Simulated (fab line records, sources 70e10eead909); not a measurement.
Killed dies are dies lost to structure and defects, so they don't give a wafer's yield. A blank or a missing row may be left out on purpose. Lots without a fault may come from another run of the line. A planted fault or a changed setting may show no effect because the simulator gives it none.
Which tool did it? | flow nand_harc | 12 lots, 36 wafers sampled, at 5 steps of a route of 1159

WHAT THE GAUGES READ, wafer by wafer
NHARC_P_M0_CD_MEAS_16.
lot  | measured     | on        | cd_nm (nm)
L075 | day 6 06:02  | cd_sem-03 | 91.8 90.0 90.9
L076 | day 6 20:03  | cd_sem-03 | 91.4 89.9 88.5
L080 | day 7 05:10  | cd_sem-03 | 89.6 90.6 89.4
L082 | day 7 15:03  | cd_sem-02 | 91.9 90.9 90.8
L083 | day 8 09:53  | cd_sem-03 | 87.8 90.5 89.4
L084 | day 8 11:52  | cd_sem-02 | 87.9 90.7 88.6
L086 | day 8 22:12  | cd_sem-02 | 91.1 90.3 90.5
L088 | day 9 08:59  | cd_sem-02 | 91.0 91.4 90.1
L091 | day 10 03:37 | cd_sem-01 | 92.2 91.3 90.5
L093 | day 10 15:05 | cd_sem-03 | 90.5 91.6 91.2
L095 | day 11 11:03 | cd_sem-03 | 89.9 90.3 90.4
L097 | day 11 11:11 | cd_sem-01 | 90.1 90.0 91.1

WHICH TOOL RAN EACH LOT (tool, then ch and the chambers of the sampled wafers, then the start)
lot  | NHARC_P_GATE_STRIP_108             | NHARC_P_GATE_RTA_64              | NHARC_P_CONTACT_DEP_00                     | NHARC_P_M0_ETCH_34
L075 | rie_diel-10 ch 0,1,3, day 4 22:56  | rtp_anneal-02 ch 0, day 5 15:08  | pecvd-04 ch 0,1,2, day 6 05:49 or earlier  | rie_diel-07 ch 0,1,3, day 6 05:49
L076 | rie_diel-10 ch 1,2, day 5 12:04    | rtp_anneal-01 ch 0, day 6 04:34  | pecvd-01 ch 0,1,2, day 6 19:50 or earlier  | rie_diel-07 ch 0,2,3, day 6 19:50
L080 | rie_diel-10 ch 0,2,3, day 6 01:56  | rtp_anneal-01 ch 0, day 6 18:11  | pecvd-03 ch 0,1, day 7 04:57 or earlier    | rie_diel-11 ch 1,2, day 7 04:57
L082 | rie_diel-10 ch 0,3, day 6 13:20    | rtp_anneal-01 ch 0, day 7 05:36  | pecvd-01 ch 0,1,2, day 7 14:49 or earlier  | rie_diel-04 ch 1,3, day 7 14:49
L083 | rie_diel-12 ch 0,1, day 7 06:34    | rtp_anneal-02 ch 0, day 8 01:32  | pecvd-04 ch 0,1,2, day 8 09:40 or earlier  | rie_diel-07 ch 1,2, day 8 09:40
L084 | rie_diel-03 ch 2,3, day 7 07:22    | rtp_anneal-02 ch 0, day 8 04:27  | pecvd-03 ch 0,1, day 8 11:39 or earlier    | rie_diel-11 ch 1,2,3, day 8 11:39
L086 | rie_diel-12 ch 0,1,3, day 7 21:38  | rtp_anneal-01 ch 0, day 8 14:25  | pecvd-03 ch 0,1, day 8 21:59 or earlier    | rie_diel-07 ch 0,2, day 8 21:59
L088 | rie_diel-03 ch 0,1,3, day 8 05:37  | rtp_anneal-01 ch 0, day 9 00:47  | pecvd-04 ch 1,2, day 9 08:47 or earlier    | rie_diel-04 ch 0,1,2, day 9 08:47
L091 | rie_diel-12 ch 2,3, day 8 20:07    | rtp_anneal-01 ch 0, day 9 12:50  | pecvd-01 ch 0,1,2, day 10 03:24 or earlier | rie_diel-04 ch 0,3, day 10 03:24
L093 | rie_diel-03 ch 0,2,3, day 9 11:59  | rtp_anneal-02 ch 0, day 10 04:19 | pecvd-03 ch 0,1,2, day 10 14:52 or earlier | rie_diel-04 ch 0,1,3, day 10 14:52
L095 | rie_diel-10 ch 2,3, day 10 02:13   | rtp_anneal-02 ch 0, day 10 20:54 | pecvd-03 ch 0,2, day 11 10:50 or earlier   | rie_diel-11 ch 1,2,3, day 11 10:50
L097 | rie_diel-12 ch 0,2,3, day 10 07:02 | rtp_anneal-02 ch 0, day 10 23:49 | pecvd-03 ch 0,1,2, day 11 10:59 or earlier | rie_diel-07 ch 0,1, day 11 10:59
- NHARC_P_GATE_STRIP_108: strips in O2.
- NHARC_P_GATE_RTA_64: time 1 s.
- NHARC_P_CONTACT_DEP_00: deposits SiO2, target thk 500 nm.
- NHARC_P_M0_ETCH_34: etches the open film in N2/H2, target depth 40 nm, overetch 12 nm, time 43.94 s.

THE ANSWER, worked out from the rows above alone
Rule: what is usual is taken from the lots themselves. Put in order of their means at a reading, lots are off if they are a third of the lots or fewer, leave a main group of 4 or more, and stand apart from it by a gap of 3 or more times the standard deviation of the main group's means; of several such gaps the widest counts. A main group whose means are all the same, to the digits that the tables above print for the reading, isn't used. A lot without any number at a reading at which 4 lots or more have one is off too. The other lots that the step has rows for count as sound.
No lot is off at any reading shown: from this, nothing can be told.

WHAT THE SIMULATOR HAD PUT IN
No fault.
